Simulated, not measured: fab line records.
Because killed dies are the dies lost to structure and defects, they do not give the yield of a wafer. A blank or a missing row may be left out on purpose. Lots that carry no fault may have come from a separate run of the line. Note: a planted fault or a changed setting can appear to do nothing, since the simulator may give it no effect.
What tool caused it?    flow n5Finfet    12 lots with 36 wafers sampled at 6 steps, on a route of 1938 steps

== WHAT EACH GAUGE READ, for each wafer ==
N5_BEOL_M2_INSPECT_59: inspects for defects (darkfield).
lot   measured      on                rawDefectCount
L075  day 7 15:29   defectInspect-01  68 75 49
L076  day 7 20:05   defectInspect-02  79 42 60
L079  day 8 01:36   defectInspect-02  87 63 40
L080  day 9 01:06   defectInspect-02  84 61 74
L083  day 9 17:28   defectInspect-01  95 86 81
L085  day 9 23:35   defectInspect-02  51 61 68
L088  day 10 16:28  defectInspect-01  114 54 54
L089  day 11 11:16  defectInspect-01  68 60 52
L092  day 12 23:35  defectInspect-01  34 37 54
L093  day 12 23:23  defectInspect-01  57 67 59
L095  day 13 16:44  defectInspect-01  88 60 63
L097  day 13 21:22  defectInspect-02  62 49 40

== WHICH TOOL RAN EACH LOT (tool, then ch and the chambers of the sampled wafers, then the start) ==
lot   N5_BEOL_M2_ALD_98                 N5_BEOL_M2_ANNEAL_87         N5_BEOL_M2_SPUTTER_88        N5_BEOL_M2_CMP_52              N5_BEOL_M2_PRE_CLEAN_60
L075  aldSin-02 ch 0,1,2, day 7 04:09   pvdSputter-03, day 7 13:24   pvdSputter-03, day 7 13:32   cmp-01 ch 2,3, day 7 14:55     cvdCo-01 ch 0,1,2, day 7 15:14
L076  aldSin-03 ch 0,2,3, day 7 08:28   pvdSputter-02, day 7 17:56   pvdSputter-02, day 7 18:05   cmp-01 ch 0,1,2, day 7 19:28   cvdCo-01 ch 1,2, day 7 19:47
L079  aldSin-01 ch 0,2,3, day 7 18:13   pvdSputter-01, day 7 23:27   pvdSputter-01, day 7 23:35   cmp-01 ch 1,2,3, day 8 01:04   cvdCo-02 ch 0,1,2, day 8 01:19
L080  aldSin-02 ch 0,1,2, day 8 15:27   pvdSputter-01, day 8 22:59   pvdSputter-01, day 8 23:07   cmp-01 ch 0,2,3, day 9 00:31   cvdCo-02 ch 0,2, day 9 00:51
L083  aldSin-02 ch 1,2, day 9 02:05     pvdSputter-03, day 9 14:37   pvdSputter-03, day 9 14:45   cmp-03 ch 0,1,3, day 9 16:53   cvdCo-01 ch 0,2, day 9 17:13
L085  aldSin-01 ch 0,1,3, day 9 07:04   pvdSputter-02, day 9 21:28   pvdSputter-02, day 9 21:36   cmp-02 ch 0,1,3, day 9 22:58   cvdCo-01 ch 0,1, day 9 23:18
L088  aldSin-01 ch 1,2,3, day 10 04:26  pvdSputter-01, day 10 14:20  pvdSputter-01, day 10 14:28  cmp-01 ch 0,2,3, day 10 15:52  cvdCo-02 ch 0,1,2, day 10 16:11
L089  aldSin-01 ch 0,2,3, day 10 22:49  pvdSputter-03, day 11 09:06  pvdSputter-03, day 11 09:14  cmp-02 ch 0,1, day 11 10:41    cvdCo-01 ch 0,2, day 11 11:01
L092  aldSin-03 ch 0,2,3, day 11 23:11  pvdSputter-02, day 12 21:29  pvdSputter-02, day 12 21:38  cmp-01 ch 0,2, day 12 23:00    cvdCo-01 ch 0,1, day 12 23:20
L093  aldSin-02 ch 0,3, day 12 14:10    pvdSputter-03, day 12 21:17  pvdSputter-03, day 12 21:25  cmp-03 ch 0,2,3, day 12 22:52  cvdCo-02 ch 1,2, day 12 23:08
L095  aldSin-03 ch 0,1,2, day 12 21:26  pvdSputter-02, day 13 14:38  pvdSputter-02, day 13 14:47  cmp-01 ch 1,2, day 13 16:11    cvdCo-01 ch 0,1,2, day 13 16:30
L097  aldSin-01 ch 0,1,3, day 13 04:10  pvdSputter-03, day 13 19:11  pvdSputter-03, day 13 19:19  cmp-03 ch 0,1, day 13 20:44    cvdCo-02 ch 0,1,2, day 13 21:07
- N5_BEOL_M2_ALD_98: deposits SiO2, target thk 2.5 nm, pulse time 1 s, co reactant pulse time 1 s.
- N5_BEOL_M2_ANNEAL_87: time 240 s.
- N5_BEOL_M2_SPUTTER_88: material Cu, target thk 4.5 nm, time 8.29 s.
- N5_BEOL_M2_CMP_52: polishes, stops on SiOC, t overpolish 6.8 s, target thk 40 nm.
- N5_BEOL_M2_PRE_CLEAN_60: time 15 s.

== THE ANSWER, worked out from the rows above alone ==
Rule: the usual values come from the lots themselves. Put in order of their means at a reading, lots are off if they are a third of the lots or fewer, leave a main group of 4 or more, and stand apart from it by a gap of 3 or more times the standard deviation of the main group's means; of several such gaps the widest counts. The tables above print the reading to a certain number of digits; a main group whose means all agree to those digits is not used. Also off: a lot with no number at a reading for which 4 or more lots have one. All remaining lots with rows at the step are treated as sound.
Nothing can be told from this: no lot is off at any reading shown.

== WHAT WAS PUT IN BY THE SIMULATOR ==
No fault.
